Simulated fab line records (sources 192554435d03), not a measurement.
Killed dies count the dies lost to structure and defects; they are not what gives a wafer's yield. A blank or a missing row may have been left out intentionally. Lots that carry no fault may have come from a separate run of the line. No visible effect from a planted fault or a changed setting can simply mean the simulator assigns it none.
Which tool is to blame?    flow n5-finfet    Sampling: 14 lots, 42 wafers, 4 of 1938 route steps

## WHAT EACH GAUGE READ, for each wafer
No reading from a measuring or inspecting step in the record can be judged against a usual standard deviation.

## EACH LOT AND THE TOOL THAT RAN IT (in order: tool; ch and the chambers of the sampled wafers; start)
lot   N5_BEOL_M11_PECVD_70             N5_BEOL_M11_STRIP_19                N5_BEOL_M11_PEB_26                 N5_BEOL_M11_VIA_ETCH_34
L304  pecvd-02 ch 0,1, day 10 09:41    rie-diel-05 ch 0,1,2, day 10 11:35  litho-track-04 ch 0, day 10 14:56  rie-diel-02 ch 0,2, day 10 15:29
L306  pecvd-03 ch 1, day 10 19:18      rie-diel-04 ch 0,1,3, day 10 21:42  litho-track-04 ch 0, day 10 23:55  rie-diel-05 ch 1,2,3, day 11 00:18
L308  pecvd-04 ch 1,2, day 11 05:36    rie-diel-04 ch 0,1, day 11 08:39    litho-track-02 ch 0, day 11 10:31  rie-diel-02 ch 2,3, day 11 11:11
L309  pecvd-02 ch 0,2, day 11 10:54    rie-diel-05 ch 0,1,2, day 11 12:37  litho-track-02, day 11 23:27       rie-diel-02 ch 1,2,3, day 11 23:51
L310  pecvd-03 ch 0,1, day 12 08:18    rie-diel-05 ch 0,1, day 12 11:35    litho-track-04, day 12 12:34       rie-diel-02 ch 0,3, day 12 13:13
L316  pecvd-02 ch 0,1, day 13 18:19    rie-diel-05 ch 0,1,2, day 13 20:55  litho-track-02 ch 0, day 13 22:13  rie-diel-02 ch 0,2,3, day 13 22:34
L317  pecvd-04 ch 0,2, day 14 04:56    rie-diel-04 ch 0,2,3, day 14 06:37  litho-track-02 ch 0, day 14 07:13  rie-diel-02 ch 1,2, day 14 07:44
L319  pecvd-04 ch 0,1,2, day 14 06:26  rie-diel-02 ch 1,2,3, day 14 08:26  litho-track-04 ch 0, day 14 12:11  rie-diel-04 ch 1,2,3, day 14 12:33
L320  pecvd-04 ch 1,2, day 14 21:14    rie-diel-05 ch 1,2,3, day 15 00:07  litho-track-02 ch 0, day 15 01:23  rie-diel-05 ch 0,1,2, day 15 01:46
L322  pecvd-02 ch 0,2, day 15 00:22    rie-diel-02 ch 0,1, day 15 03:02    litho-track-04 ch 0, day 15 04:11  rie-diel-02 ch 0,1, day 15 04:38
L323  pecvd-04 ch 0,1,2, day 16 05:02  rie-diel-04 ch 2,3, day 16 07:30    litho-track-01 ch 0, day 16 08:42  rie-diel-05 ch 2,3, day 16 09:04
L305  pecvd-04 ch 0,1, day 16 07:08    rie-diel-04 ch 0,1,2, day 16 08:35  litho-track-02 ch 0, day 16 09:05  rie-diel-02 ch 0,1, day 16 09:48
L326  pecvd-04 ch 0,2, day 17 01:21    rie-diel-05 ch 0,1,2, day 17 04:25  litho-track-04 ch 0, day 17 04:42  rie-diel-04 ch 1,2, day 17 05:24
L325  pecvd-03 ch 0,1,2, day 17 21:34  rie-diel-02 ch 1,2,3, day 17 23:03  litho-track-02 ch 0, day 18 00:26  rie-diel-02 ch 0,1,2, day 18 00:47
- N5_BEOL_M11_PECVD_70: deposits SiO2 from TEOS/O2, target thk 20 nm, time 22.7 s.
- N5_BEOL_M11_STRIP_19: strips in O2.
- N5_BEOL_M11_PEB_26: peb time 60 s.
- N5_BEOL_M11_VIA_ETCH_34: etches SiCOH lowk in C4F6/O2, target depth 184.5 nm, time 69.2 s.

## WHAT THE TOOLS THEMSELVES READ (means of the sampled wafers that have a number; where no wafer has one, the mark that the record gives instead)
N5_BEOL_M11_PECVD_70. Usual: heater-power-outer-w 418 W, standard deviation 56; heater-power-w 724 W, standard deviation 68; showerhead-plenum-p-Torr 8.765 Torr, standard deviation 0.026; throttle-valve-pct 21.8 %, standard deviation 0.89.
lot   tool      heater-power-outer-w (W)  heater-power-w (W)  showerhead-plenum-p-Torr (Torr)  throttle-valve-pct (%)  flag
L304  pecvd-02  456                       745                 8.762                            22.6                    
L306  pecvd-03  375                       726                 8.780                            21.6                    
L308  pecvd-04  467                       777                 8.783                            21.0                    
L309  pecvd-02  391                       654                 8.770                            21.3                    
L310  pecvd-03  365                       672                 8.762                            22.2                    
L316  pecvd-02  425                       705                 8.744                            22.5                    
L317  pecvd-04  381                       681                 8.764                            21.6                    
L319  pecvd-04  410                       715                 8.778                            21.7                    
L320  pecvd-04  398                       672                 8.781                            21.3                    
L322  pecvd-02  427                       711                 8.770                            21.8                    
L323  pecvd-04  453                       784                 8.782                            21.8                    
L305  pecvd-04  476                       849                 8.792                            21.9                    
L326  pecvd-04  401                       715                 8.783                            22.1                    
L325  pecvd-03  368                       670                 8.751                            21.8                    

N5_BEOL_M11_STRIP_19. Usual: drypump-motor-current-A 5.5 A, standard deviation 0.42; oes-product-au 0.79 a.u., standard deviation 0.079; rf-vpp-V 3.7 V, standard deviation 0.54; showerhead-plenum-p-Torr 2.11 Torr, standard deviation 0.066; temp-c 40.01 C, standard deviation 0.1; throttle-valve-pct 16.79 %, standard deviation 0.13.
lot   tool         drypump-motor-current-A (A)  oes-product-au (a.u.)  rf-vpp-V (V)  showerhead-plenum-p-Torr (Torr)  temp-c (C)  throttle-valve-pct (%)  flag
L304  rie-diel-05  5.6                          0.83                   3.0           2.09                             39.99       16.84                   
L306  rie-diel-04  5.3                          0.70                   4.1           2.14                             39.97       16.82                   
L308  rie-diel-04  5.1                          0.73                   3.7           2.19                             40.06       16.76                   
L309  rie-diel-05  5.6                          0.82                   4.0           2.09                             40.04       16.85                   
L310  rie-diel-05  5.4                          0.87                   3.4           2.13                             40.07       16.82                   
L316  rie-diel-05  5.6                          0.80                   3.8           2.08                             40.01       16.87                   
L317  rie-diel-04  5.3                          0.82                   3.9           2.12                             39.91       16.68                   
L319  rie-diel-02  5.8                          0.80                   3.7           2.16                             40.03       16.73                   
L320  rie-diel-05  5.8                          0.72                   3.9           2.02                             39.98       16.83                   
L322  rie-diel-02  5.9                          0.80                   3.5           2.10                             40.08       16.89                   
L323  rie-diel-04  5.2                          0.88                   2.8           2.07                             40.01       16.65                   
L305  rie-diel-04  5.1                          0.74                   3.7           2.16                             39.97       16.79                   
L326  rie-diel-05  5.6                          0.77                   3.5           2.07                             39.88       16.92                   
L325  rie-diel-02  5.8                          0.78                   3.6           2.15                             40.15       16.77                   

N5_BEOL_M11_PEB_26. Usual: chill-plate-temp-C 23.00 C, standard deviation 0.11; exhaust-pa 45.1 Pa, standard deviation 0.88.
lot   tool            chill-plate-temp-C (C)  exhaust-pa (Pa)  flag
L304  litho-track-04  23.01                   45.3             
L306  litho-track-04  23.04                   44.4             
L308  litho-track-02  23.09                   46.1             
L309  litho-track-02  -                       -                OFF
L310  litho-track-04  -                       -                OFF
L316  litho-track-02  23.01                   46.0             
L317  litho-track-02  23.01                   44.5             
L319  litho-track-04  22.86                   44.7             
L320  litho-track-02  23.05                   46.1             
L322  litho-track-04  22.95                   45.5             
L323  litho-track-01  22.96                   45.6             
L305  litho-track-02  23.05                   45.2             
L326  litho-track-04  23.04                   44.5             
L325  litho-track-02  23.21                   45.3             

N5_BEOL_M11_VIA_ETCH_34. Usual: drypump-motor-current-A 5.6 A, standard deviation 0.36; mfc-ar-sccm 299.9 sccm, standard deviation 1; oes-product-au 0.79 a.u., standard deviation 0.077; rf-vpp-V 671 V, standard deviation 16; showerhead-plenum-p-Torr 2.89 Torr, standard deviation 0.094; throttle-valve-pct 21.07 %, standard deviation 0.15.
lot   tool         drypump-motor-current-A (A)  mfc-ar-sccm (sccm)  oes-product-au (a.u.)  rf-vpp-V (V)  showerhead-plenum-p-Torr (Torr)  throttle-valve-pct (%)  flag
L304  rie-diel-02  5.7                          301.1               0.75                   683           2.93                             21.03                   
L306  rie-diel-05  5.8                          299.7               0.76                   657           2.77                             21.01                   
L308  rie-diel-02  5.7                          299.8               0.80                   683           2.98                             20.97                   
L309  rie-diel-02  5.8                          299.5               0.83                   673           2.96                             21.07                   
L310  rie-diel-02  5.7                          299.2               0.84                   658           2.99                             21.02                   
L316  rie-diel-02  5.6                          299.4               0.78                   670           2.95                             21.04                   
L317  rie-diel-02  5.8                          300.2               0.77                   686           2.92                             21.12                   
L319  rie-diel-04  5.1                          299.2               0.83                   680           2.88                             21.02                   
L320  rie-diel-05  5.6                          300.2               0.78                   662           2.81                             21.11                   
L322  rie-diel-02  5.9                          299.9               0.80                   664           2.88                             21.29                   
L323  rie-diel-05  5.6                          299.6               0.70                   645           2.70                             21.07                   
L305  rie-diel-02  5.9                          299.5               0.79                   664           2.88                             21.30                   
L326  rie-diel-04  5.0                          300.5               0.79                   681           2.91                             21.12                   
L325  rie-diel-02  5.8                          299.5               0.75                   674           2.89                             21.21                   

## THE ANSWER, worked out from the rows above alone
Rule: lot off if the mean of its wafers having a number is beyond 3 standard deviations from the usual mean. A lot without any number at a reading at which 4 lots or more have one is off too. Any other lot the step has rows for is counted as sound. After the gauges, taken in route order, come the tools' own readings; for these a lot's mean is taken, as printed above. At the first step where some lot is off, the reading lying furthest off is the one used; lots without a number count as furthest.
Off, at N5_BEOL_M11_PEB_26 on chill-plate-temp-C: L309, L310. Without a number there: L309, L310.
A tool fits if, at that step or a process step before it, it ran every lot that is off, and no sound lot after the first of them. Not one of the candidates tried fits.

## WHAT WAS PUT IN BY THE SIMULATOR
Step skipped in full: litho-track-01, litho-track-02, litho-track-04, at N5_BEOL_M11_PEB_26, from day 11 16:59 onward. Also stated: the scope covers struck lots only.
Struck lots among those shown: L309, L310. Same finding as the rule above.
